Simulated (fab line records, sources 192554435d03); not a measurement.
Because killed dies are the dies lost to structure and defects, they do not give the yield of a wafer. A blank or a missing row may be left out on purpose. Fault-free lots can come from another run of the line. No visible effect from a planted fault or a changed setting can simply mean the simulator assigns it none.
fab line records	flow n5-finfet
[record] lots = 7	wafers = 19	last-day = 18
route steps=1938 shown BEOL_M4@1032
lots that met no fault: from a run of the same line without faults
start-h: hours from the record's first day to the start of the lot's first wafer shown	wait-h: hours elapsed since this lot's preceding step	" unchanged from the row above	L1.1+2: one row covering several wafers at once	- no value, or no start was given	* or withheld: withheld	< > ~ a bound
route shown NAME@n: names a module that has steps shown in the file, with the first one's number in the route	usual: mean and standard deviation over wafers with no fault	same: alike in all rows	chamber/n: place in a boat	sites: the reading at each site	_std_site: their standard deviation	_edge_site: the outer-site mean with the inner-site mean subtracted	radius-mm: for every site, how far away it sits from the centre of the wafer	mask NAME#n: copy n	behind: the tool/chamber that last shaped the wafer	hold: why the lot went on hold/how many hours it stayed there/how the hold came to an end	device: the n, p or np transistor that did not switch	end of line: tests of these same wafers at the route's end	a step given without rows: its recipe and nothing more	killed: at the first sort, the dies lost to defects and structure; wafer yield is something else	map: the dies of a wafer, with x for killed, . for not killed, _ for no die there
set.NAME: the setting the step ran with; set.NAME@STEP: the setting that earlier step ran with	model.NAME: the simulator's own value behind a step, which no gauge read
a table for each step, a row for each wafer; lots at some steps of the route
services: the hour from which a tool's chamber was out of use, counted from the record's first day as start-h (under 0 if before that day), plus the number of hours and why
[[steps]]
[step N5_BEOL_M4_PEB_09]
[recipe] peb-temp-c = 100	peb-time-s = 60	resist = CAR-EUV
[step N5_BEOL_M4_DEVELOP_10]
[recipe] develop-time-s = 30	developer = TMAH	resist = CAR-EUV	rinse-liquid = surfactant-rinse	dry = air-spin	dev-temp-c = 23
[step N5_BEOL_M4_CD_MEAS_11]
[recipe] target-cd-nm = 16.79	landing-energy-ev = 500	detector = se-inlens	polarity = opening
[usual] cd-nm = 16.81/0.26
lot.wafer	tool	chamber	start-h	wait-h	cd-nm
L127.1	cd-sem-01	0	193.63	-	16.71
L127.4	"	0	"	"	16.80
L127.5	"	0	"	"	16.59
L133.1	cd-sem-01	0	231.40	-	16.74
L133.4	"	0	"	"	16.43
L133.6	"	0	"	"	17.01
L136.1	cd-sem-03	0	247.72	-	17.14
L136.4	"	0	"	"	17.07
L137.1	cd-sem-01	0	248.35	-	16.76
L137.4	"	0	"	"	17.18
L138.3	cd-sem-01	0	253.93	-	16.56
L138.4	"	0	"	"	17.03
L138.5	"	0	"	"	17.23
L144.1	cd-sem-03	0	298.96	-	16.94
L144.4	"	0	"	"	16.72
L144.6	"	0	"	"	16.76
L145.2	cd-sem-01	0	309.96	-	17.02
L145.4	"	0	"	"	17.19
L145.6	"	0	"	"	16.69
[step N5_BEOL_M4_OVL_MEAS_12]
[recipe] points-per-wafer = 522
[usual] M4_OVL = -0.6/0.75
lot.wafer	tool	chamber	start-h	wait-h	M4_OVL[nm]
L127.1	overlay-02	0	193.66	0.0	-0.5
L127.4	"	0	"	"	0.2
L127.5	"	0	"	"	-0.7
L133.1	overlay-01	0	231.43	0.0	0.8
L133.4	"	0	"	"	1.2
L133.6	"	0	"	"	0.7
L136.1	overlay-02	0	247.75	0.0	0.2
L136.4	"	0	"	"	-0.2
L137.1	overlay-02	0	248.38	0.0	-1.3
L137.4	"	0	"	"	-1.3
L138.3	overlay-01	0	253.97	0.0	-1.0
L138.4	"	0	"	"	-0.6
L138.5	"	0	"	"	-0.7
L144.1	overlay-01	0	298.99	0.0	-0.5
L144.4	"	0	"	"	-0.7
L144.6	"	0	"	"	-1.0
L145.2	overlay-01	0	309.99	0.0	0.2
L145.4	"	0	"	"	0.3
L145.6	"	0	"	"	-0.1
[step N5_BEOL_M4_INSPECT_13]
[recipe] mode = adi	inspect-instrument = brightfield
[usual] raw-defect-count = 414/92
lot.wafer	tool	chamber	start-h	wait-h	raw-defect-count
L127.1	defect-inspect-02	-	193.72	0.1	592
L127.4	"	-	"	"	442
L127.5	"	-	"	"	592
L133.1	defect-inspect-02	-	231.49	0.1	285
L133.4	"	-	"	"	370
L133.6	"	-	"	"	303
L136.1	defect-inspect-01	-	247.80	0.1	410
L136.4	"	-	"	"	671
L137.1	defect-inspect-01	-	248.44	0.1	437
L137.4	"	-	"	"	281
L138.3	defect-inspect-02	-	254.02	0.0	573
L138.4	"	-	"	"	436
L138.5	"	-	"	"	463
L144.1	defect-inspect-01	-	299.04	0.1	410
L144.4	"	-	"	"	360
L144.6	"	-	"	"	415
L145.2	defect-inspect-01	-	310.05	0.0	506
L145.4	"	-	"	"	374
L145.6	"	-	"	"	388
[step N5_BEOL_M4_DESCUM_16]
[recipe] chemistry = O2	time-s = 7	source-power-w = 50	bias-power-w = 20	pressure-mtorr = 20	rf-frequency-hz = 2.712e+07	temp-c = 40	resist = CAR-EUV	o2-flow-sccm = 225
[step N5_BEOL_M4_ETCH_74]
[recipe] chemistry = N2/H2	target = underlayer	target-depth-a = 65	mask-material = CAR-EUV	time-s = 5.2	ion-energy-ev = 200	pressure-mtorr = 30	source-w = 840	bias-w = 150	n2-flow-sccm = 200	h2-flow-sccm = 200	ends = cleared
[usual] bias-w = 149.9/0.44	drypump-motor-current-A = 5.9/0.39	etch-rf-on-time-s = 5.16/0.11	oes-product-au = 0.66/0.079	rf-vpp-V = 523.0/2.8	showerhead-plenum-p-Torr = 2.51/0.099	throttle-valve-pct = 17.84/0.2
lot.wafer	tool	chamber	start-h	wait-h	bias-w	drypump-motor-current-A	etch-rf-on-time-s	oes-product-au	rf-hours-counter-h	rf-vpp-V	showerhead-plenum-p-Torr	throttle-valve-pct
L127.1	rie-diel-05	0	193.99	0.0	149.6	5.8	5.10	0.60	227	526.3	2.61	17.75
L127.4	"	2	"	"	149.6	5.5	5.18	0.77	-	520.9	2.48	17.41
L127.5	"	0	"	"	150.0	5.8	5.13	0.60	-	527.9	2.61	17.77
L133.1	rie-diel-02	1	231.56	0.0	149.4	5.4	5.33	0.61	205	527.6	2.64	17.87
L133.4	"	0	"	"	150.0	6.4	5.12	0.62	167	518.0	2.33	17.96
L133.6	"	0	"	"	150.7	6.4	5.15	0.62	-	517.8	2.33	17.98
L136.1	rie-diel-02	0	248.48	0.0	150.0	6.4	5.18	0.62	172	518.3	2.33	18.00
L136.4	"	3	"	"	150.2	6.0	5.20	0.69	73	522.2	2.45	17.84
L137.1	rie-diel-02	1	248.71	0.0	150.7	5.4	5.39	0.59	210	527.0	2.64	17.91
L137.4	"	3	"	"	148.9	5.9	5.22	0.69	73	519.2	2.45	17.86
L138.3	rie-diel-02	3	254.30	0.0	149.9	5.9	5.10	0.70	75	523.7	2.45	17.80
L138.4	"	1	"	"	149.7	5.4	5.37	0.59	212	526.0	2.64	17.90
L138.5	"	2	"	"	150.0	5.8	5.07	0.77	-	521.3	2.48	17.67
L144.1	rie-diel-02	3	299.11	0.0	149.6	6.0	5.19	0.67	92	521.8	2.45	17.87
L144.4	"	0	"	"	150.1	6.3	5.17	0.62	188	518.0	2.32	18.03
L144.6	"	3	"	"	150.2	6.0	5.16	0.67	-	523.1	2.44	17.88
L145.2	rie-diel-02	1	310.27	0.0	149.7	5.4	5.41	0.58	233	526.3	2.63	17.96
L145.4	"	0	"	"	150.1	6.3	5.15	0.62	192	518.5	2.32	18.02
L145.6	"	1	"	"	150.7	5.4	5.36	0.58	-	528.5	2.63	17.94
[step N5_BEOL_M4_ETCH_63]
[recipe] chemistry = CF4	target = SiARC	target-depth-a = 156	mask-material = CAR-EUV	time-s = 26	ion-energy-ev = 80	pressure-mtorr = 40	source-w = 545	bias-w = 36	Ar_flow_sccm = 100	cf4-flow-sccm = 100	ends = cleared
[usual] bias-w = 36.00/0.1	drypump-motor-current-A = 5.9/0.39	etch-rf-on-time-s = 25.9/0.57	oes-product-au = 0.66/0.08	rf-vpp-V = 183.8/1.2	showerhead-plenum-p-Torr = 2.12/0.079	throttle-valve-pct = 15.60/0.18
lot.wafer	tool	chamber	start-h	wait-h	bias-w	drypump-motor-current-A	etch-rf-on-time-s	oes-product-au	rf-hours-counter-h	rf-vpp-V	showerhead-plenum-p-Torr	throttle-valve-pct
L127.1	rie-diel-05	0	194.01	0.0	35.92	5.7	25.9	0.60	227	184.7	2.20	15.57
L127.4	"	2	"	"	36.05	5.5	26.3	0.76	-	182.7	2.10	15.25
L127.5	"	0	"	"	35.90	5.7	25.9	0.60	-	184.5	2.20	15.56
L133.1	rie-diel-02	1	231.57	0.0	36.00	5.4	26.6	0.60	205	184.5	2.22	15.56
L133.4	"	0	"	"	36.00	6.3	25.8	0.63	167	182.2	1.96	15.72
L133.6	"	0	"	"	36.05	6.3	25.7	0.63	-	182.2	1.96	15.71
L136.1	rie-diel-02	0	248.50	0.0	35.86	6.3	25.6	0.63	172	182.4	1.96	15.73
L136.4	"	3	"	"	36.21	5.9	25.8	0.70	73	183.4	2.07	15.61
L137.1	rie-diel-02	1	248.73	0.0	36.05	5.4	26.5	0.60	210	185.4	2.21	15.55
L137.4	"	3	"	"	36.11	6.0	25.5	0.70	73	183.2	2.07	15.63
L138.3	rie-diel-02	3	254.31	0.0	36.05	6.0	26.1	0.70	75	183.4	2.07	15.61
L138.4	"	1	"	"	36.01	5.4	27.0	0.60	212	187.4	2.21	15.56
L138.5	"	2	"	"	35.98	5.8	25.9	0.78	-	184.8	2.10	15.45
L144.1	rie-diel-02	3	299.13	0.0	35.93	6.0	25.6	0.68	92	182.5	2.06	15.64
L144.4	"	0	"	"	36.09	6.3	25.5	0.62	188	181.3	1.96	15.75
L144.6	"	3	"	"	35.99	6.0	25.6	0.69	-	183.3	2.06	15.65
L145.2	rie-diel-02	1	310.29	0.0	36.00	5.4	27.0	0.59	233	185.4	2.21	15.60
L145.4	"	0	"	"	36.10	6.3	25.5	0.62	192	181.8	1.95	15.77
L145.6	"	1	"	"	36.06	5.4	26.9	0.58	-	185.1	2.21	15.59
[step N5_BEOL_M4_ETCH_64]
[recipe] chemistry = N2/H2	target = SOC	target-depth-a = 750	overetch-a = 225	mask-material = SiARC	temp-c = 40	time-s = 121.9	ion-energy-ev = 200	pressure-mtorr = 30	source-w = 840	bias-w = 150	n2-flow-sccm = 200	h2-flow-sccm = 200
[usual] bias-w = 150.1/0.44	drypump-motor-current-A = 5.9/0.39	oes-product-au = 0.59/0.068	rf-vpp-V = 523.2/2.7	showerhead-plenum-p-Torr = 2.51/0.099	throttle-valve-pct = 17.80/0.2
lot.wafer	tool	chamber	start-h	wait-h	bias-w	drypump-motor-current-A	oes-product-au	rf-hours-counter-h	rf-vpp-V	showerhead-plenum-p-Torr	throttle-valve-pct
L127.1	rie-diel-05	0	194.04	0.0	150.5	5.8	0.53	227	526.0	2.61	17.72
L127.4	"	2	"	"	149.3	5.5	0.69	-	524.2	2.48	17.40
L127.5	"	0	"	"	150.9	5.8	0.54	-	526.2	2.61	17.71
L133.1	rie-diel-02	1	231.60	0.0	149.3	5.5	0.55	205	526.4	2.64	17.82
L133.4	"	0	"	"	150.2	6.4	0.56	167	517.3	2.33	17.95
L133.6	"	0	"	"	150.8	6.3	0.56	-	518.2	2.33	17.93
L136.1	rie-diel-02	0	248.52	0.0	149.6	6.4	0.55	172	518.4	2.33	17.95
L136.4	"	3	"	"	150.4	5.9	0.62	73	521.6	2.45	17.78
L137.1	rie-diel-02	1	248.76	0.0	150.5	5.4	0.54	210	526.3	2.64	17.85
L137.4	"	3	"	"	150.1	5.9	0.62	73	521.0	2.45	17.78
L138.3	rie-diel-02	3	254.34	0.0	150.5	6.0	0.62	75	521.6	2.45	17.78
L138.4	"	1	"	"	149.8	5.4	0.55	212	524.7	2.64	17.85
L138.5	"	2	"	"	149.2	5.8	0.68	-	524.4	2.48	17.64
L144.1	rie-diel-02	3	299.16	0.0	149.8	5.9	0.61	92	522.2	2.45	17.81
L144.4	"	0	"	"	149.7	6.3	0.55	188	517.0	2.32	17.97
L144.6	"	3	"	"	150.0	6.0	0.60	-	522.8	2.45	17.83
L145.2	rie-diel-02	1	310.32	0.0	150.2	5.4	0.53	233	526.4	2.63	17.88
L145.4	"	0	"	"	149.8	6.4	0.54	192	517.5	2.32	17.98
L145.6	"	1	"	"	150.0	5.4	0.53	-	524.7	2.63	17.87
[step N5_BEOL_M4_STRIP_65]
[recipe] chemistry = N2/H2	temp-c = 40	n2-flow-sccm = 200	h2-flow-sccm = 200	rf-frequency-hz = 6e+07
[step N5_BEOL_M4_STRIP_75]
[recipe] chemistry = N2/H2	temp-c = 40	n2-flow-sccm = 200	h2-flow-sccm = 200	rf-frequency-hz = 6e+07
[step N5_BEOL_M4_STRIP_66]
[recipe] chemistry = CF4	resist = SiARC	power-w = 300	bias-power-w = 75	pressure-mtorr = 50	cf4-flow-sccm = 150	rf-frequency-hz = 6e+07
[usual] drypump-motor-current-A = 5.9/0.39	oes-product-au = 0.76/0.089	rf-vpp-V = 270.9/1.7	showerhead-plenum-p-Torr = 1.77/0.065	throttle-valve-pct = 13.57/0.19
lot.wafer	tool	chamber	start-h	wait-h	drypump-motor-current-A	oes-product-au	rf-hours-counter-h	rf-vpp-V	showerhead-plenum-p-Torr	throttle-valve-pct
L127.1	rie-diel-05	0	194.17	0.0	5.7	0.70	227	273.0	1.84	13.58
L127.4	"	2	"	"	5.5	0.89	-	269.9	1.76	13.19
L127.5	"	0	"	"	5.7	0.69	-	270.6	1.84	13.57
L133.1	rie-diel-02	1	231.74	0.0	5.4	0.71	205	272.4	1.84	13.51
L133.4	"	0	"	"	6.4	0.73	167	268.2	1.64	13.67
L133.6	"	0	"	"	6.4	0.72	-	269.8	1.64	13.68
L136.1	rie-diel-02	0	248.66	0.0	6.3	0.72	172	268.8	1.64	13.71
L136.4	"	3	"	"	5.9	0.81	73	270.0	1.74	13.56
L137.1	rie-diel-02	1	248.89	0.0	5.4	0.71	211	272.3	1.84	13.51
L137.4	"	3	"	"	5.9	0.81	73	269.7	1.74	13.57
L138.3	rie-diel-02	3	254.47	0.0	6.0	0.80	75	270.1	1.74	13.59
L138.4	"	1	"	"	5.4	0.70	213	271.0	1.84	13.52
L138.5	"	2	"	"	5.8	0.90	-	272.4	1.77	13.39
L144.1	rie-diel-02	3	299.29	0.0	5.9	0.78	92	268.1	1.73	13.63
L144.4	"	0	"	"	6.3	0.71	188	268.0	1.63	13.73
L144.6	"	3	"	"	6.0	0.79	-	269.2	1.73	13.61
L145.2	rie-diel-02	1	310.45	0.0	5.4	0.69	233	274.0	1.83	13.58
L145.4	"	0	"	"	6.3	0.70	192	266.9	1.63	13.72
L145.6	"	1	"	"	5.4	0.69	-	272.6	1.84	13.55
[step N5_BEOL_M4_HM_OPEN_17]
[recipe] chemistry = Cl2/BCl3	target-depth-a = 200	overetch-a = 60	target = TiN	mask-material = SOC	ion-energy-ev = 150	pressure-mtorr = 10	icp-w = 1000	bias-w = 126	Cl2_flow_sccm = 53.25	bcl3-flow-sccm = 21.75	Ar_flow_sccm = 25
[usual] bias-w = 125.9/0.37	drypump-motor-current-A = 5.8/0.41	mfc-cl2-sccm = 53.25/0.15	oes-product-au = 0.62/0.082	throttle-valve-pct = 22.29/0.24
lot.wafer	tool	chamber	start-h	wait-h	bias-w	drypump-motor-current-A	mfc-cl2-sccm	oes-product-au	rf-hours-counter-h	throttle-valve-pct	model.SOC_of_BEOL_M4_COAT_61.thk-nm
L127.1	rie-metal-01	0	194.21	0.0	125.6	6.1	53.00	0.54	109	22.49	52.4
L127.4	"	0	"	"	125.6	6.1	53.06	0.54	-	22.48	52.6
L127.5	"	0	"	"	125.7	6.1	53.15	0.54	-	22.49	52.4
L133.1	rie-metal-02	1	231.78	0.0	125.9	5.1	53.65	0.60	82	22.55	52
L133.4	"	1	"	"	126.0	5.1	53.42	0.60	-	22.55	52
L133.6	"	1	"	"	126.4	5.1	53.34	0.59	-	22.55	52
L136.1	rie-metal-02	0	248.71	0.0	126.2	5.7	53.15	0.82	2	21.95	51.4
L136.4	"	0	"	"	126.0	5.7	53.32	0.82	-	21.94	48.6
L137.1	rie-metal-02	0	248.93	0.0	126.1	5.7	53.22	0.81	2	21.97	51.6
L137.4	"	0	"	"	125.1	5.7	53.25	0.80	-	21.97	48.6
L138.3	rie-metal-02	1	254.55	0.1	125.8	5.1	53.24	0.59	-	22.57	51.8
L138.4	"	0	"	"	125.4	5.7	53.46	0.78	-	21.97	48.4
L138.5	"	0	"	"	125.4	5.7	53.45	0.78	-	22.00	48.6
L144.1	rie-metal-03	0	299.33	0.0	126.3	5.9	53.32	0.69	38	22.35	52.2
L144.4	"	0	"	"	125.9	5.9	53.34	0.69	-	22.36	52.2
L144.6	"	0	"	"	125.4	5.9	53.60	0.69	-	22.37	52.4
L145.2	rie-metal-03	1	310.49	0.0	125.7	6.4	53.05	0.59	91	22.32	52.2
L145.4	"	1	"	"	125.8	6.4	53.19	0.58	-	22.33	52.2
L145.6	"	0	"	"	125.8	5.9	53.24	0.68	-	22.37	52.2
[step N5_BEOL_M4_STRIP_19]
[recipe] chemistry = O2	power-w = 400	temp-c = 40	pressure-mtorr = 30	rf-frequency-hz = 6e+07	bias-power-w = 0	overash-fraction = 0.2	o2-flow-sccm = 225
[usual] drypump-motor-current-A = 5.8/0.41	oes-product-au = 0.77/0.1	rf-vpp-V = 3.6/0.47	showerhead-plenum-p-Torr = 2.08/0.077	throttle-valve-pct = 16.63/0.25
lot.wafer	tool	chamber	start-h	wait-h	drypump-motor-current-A	oes-product-au	rf-hours-counter-h	rf-vpp-V	showerhead-plenum-p-Torr	throttle-valve-pct
L127.1	rie-diel-03	2	194.32	0.1	5.5	0.66	247	4.1	2.04	16.68
L127.4	"	3	"	"	5.9	0.72	201	2.8	2.06	16.36
L127.5	"	3	"	"	5.9	0.72	-	3.5	2.06	16.39
L133.1	rie-diel-05	1	231.98	0.2	5.1	0.68	234	4.0	2.17	17.08
L133.4	"	2	"	"	5.5	0.91	35	3.4	2.04	16.29
L133.6	"	0	"	"	5.8	0.68	-	3.9	2.17	16.74
L136.1	rie-diel-03	0	248.88	0.1	6.3	1.00	2	3.3	2.07	16.50
L136.4	"	1	"	"	6.3	0.75	146	3.4	2.10	16.72
L137.1	rie-diel-05	2	249.04	0.1	5.5	0.89	41	3.8	2.03	16.30
L137.4	"	1	"	"	5.1	0.67	241	3.9	2.17	17.09
L138.3	rie-diel-05	2	254.63	0.1	5.5	0.88	44	3.5	2.03	16.29
L138.4	"	0	"	"	5.7	0.68	-	4.0	2.17	16.76
L138.5	"	2	"	"	5.5	0.88	-	3.9	2.03	16.31
L144.1	rie-diel-02	1	299.44	0.1	5.4	0.69	228	3.4	2.16	16.60
L144.4	"	2	"	"	5.8	0.86	35	4.0	2.06	16.61
L144.6	"	1	"	"	5.4	0.69	-	4.1	2.16	16.61
L145.2	rie-diel-03	1	310.64	0.1	6.3	0.73	168	3.5	2.09	16.76
L145.4	"	0	"	"	6.3	0.94	-	3.4	2.06	16.51
L145.6	"	2	"	"	5.5	0.91	-	3.0	2.03	16.25
[step N5_BEOL_M4_RC_MEAS_101]
[usual] DIBL_N = 35.9/1.8	DIBL_P = 36.2/2	IOFF_N = 0.16/0.031	IOFF_P = 0.22/0.041	ION_N = 676/11	ION_P = 465/8.5	SS_N = 71.4/0.64	SS_P = 73.2/0.7	VT_N = 250/3.5	VT_P = -250/3.9
lot.wafer	tool	chamber	start-h	wait-h	DIBL_N[mV/V]	DIBL_P[mV/V]	IOFF_N[nA/um]	IOFF_P[nA/um]	ION_N[uA/um]	ION_P[uA/um]	SS_N[mV/dec]	SS_P[mV/dec]	VT_N[mV]	VT_P[mV]
L127.1	prober-02	0	214.72	0.0	33.6	33.3	0.11	0.15	660	449	70.8	72.5	256	-255
L127.4	"	0	"	"	36.3	36.2	0.16	0.19	682	464	72.5	74.1	248	-255
L127.5	"	0	"	"	35.6	34.8	0.15	0.18	665	453	71.9	72.7	248	-257
L133.1	prober-01	0	242.09	0.0	38.4	38.3	0.20	0.26	693	470	71.3	74.3	248	-249
L133.4	"	0	"	"	37.5	37.0	0.19	0.24	686	475	71.9	73.3	246	-251
L133.6	"	0	"	"	36.7	36.3	0.16	0.22	679	468	71.7	74.0	249	-250
L136.1	prober-01	0	257.21	0.0	36.1	36.0	0.19	0.23	679	468	71.4	73.5	246	-247
L136.4	"	0	"	"	34.7	35.0	0.16	0.23	666	464	70.6	72.8	248	-248
L137.1	prober-01	0	259.86	0.0	33.9	34.3	0.12	0.15	662	447	71.9	72.3	254	-257
L137.4	"	0	"	"	35.2	35.3	0.14	0.17	675	460	70.3	72.5	250	-253
L138.3	prober-01	0	266.87	0.3	35.1	33.6	0.14	0.18	674	462	70.8	73.1	248	-253
L138.4	"	0	"	"	39.2	38.3	0.22	0.27	686	463	72.9	74.2	245	-247
L138.5	"	0	"	"	35.3	33.9	0.14	0.19	664	452	71.1	72.4	249	-250
L144.1	prober-02	0	308.65	0.0	38.0	38.0	0.19	0.25	691	473	71.6	73.5	245	-244
L144.4	"	0	"	"	37.1	37.1	0.17	0.24	687	476	72.0	73.5	245	-249
L144.6	"	0	"	"	39.0	39.6	0.22	0.29	698	482	72.2	74.0	244	-246
L145.2	prober-02	0	321.27	0.2	38.6	38.9	0.17	0.19	665	449	71.3	73.4	251	-254
L145.4	"	0	"	"	34.5	34.8	0.11	0.14	645	443	70.4	72.2	254	-258
L145.6	"	0	"	"	32.4	31.9	0.09	0.12	651	448	70.3	71.7	259	-260
[[services]]
tool	chamber	start-h	hours	kind
rie-metal-03	-	174.36	2.8	pm
rie-metal-02	-	176.93	2.8	pm
rie-metal-02	0	181.74	5.7	repair
rie-metal-02	1	183.45	6.3	repair
rie-diel-02	2	188.84	-	clean
rie-diel-02	2	188.84	-	consumable-replace:focus-ring
rie-diel-02	2	188.84	16.3	scheduled-down
rie-diel-02	2	188.84	16.3	vent-cycle
rie-metal-03	-	195.21	10.0	pm
rie-metal-03	-	209.18	0.2	repair
rie-diel-03	1	217.32	3.5	repair
rie-metal-03	-	240.62	28.1	pm
rie-metal-01	-	242.66	2.8	pm
rie-diel-05	3	253.97	1.8	repair
rie-diel-05	0	257.65	-	clean
rie-diel-05	0	257.65	-	consumable-replace:focus-ring
rie-diel-05	0	257.65	22.0	scheduled-down
rie-diel-05	0	257.65	22.0	vent-cycle
rie-diel-02	1	259.41	3.0	repair
rie-diel-02	0	272.35	6.4	repair
rie-diel-03	3	272.91	8.3	repair
rie-diel-05	1	279.73	-	clean
rie-diel-03	2	308.08	2.5	repair
rie-diel-03	3	308.34	5.9	repair
[[key]]
first-sign none at tools or gauges
[model-effect] step = N5_BEOL_M4_HM_OPEN_17	value = SOC_of_BEOL_M4_COAT_61.thk-nm	without = 51.7	struck = 48.55
met-at N5_BEOL_M4_HM_OPEN_17
struck-wafers L136.4,L137.4,L138.4,L138.5
onset-between 231.78 248.71
[fault] kind = process-parameter-drift	tool = rie-metal-02	chamber = -	onset-h = 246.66	steps = N5_BEOL_M4_HM_OPEN_17	channel = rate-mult	offset = 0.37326	shape = step	end-h = 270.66	scope = struck-wafers-only
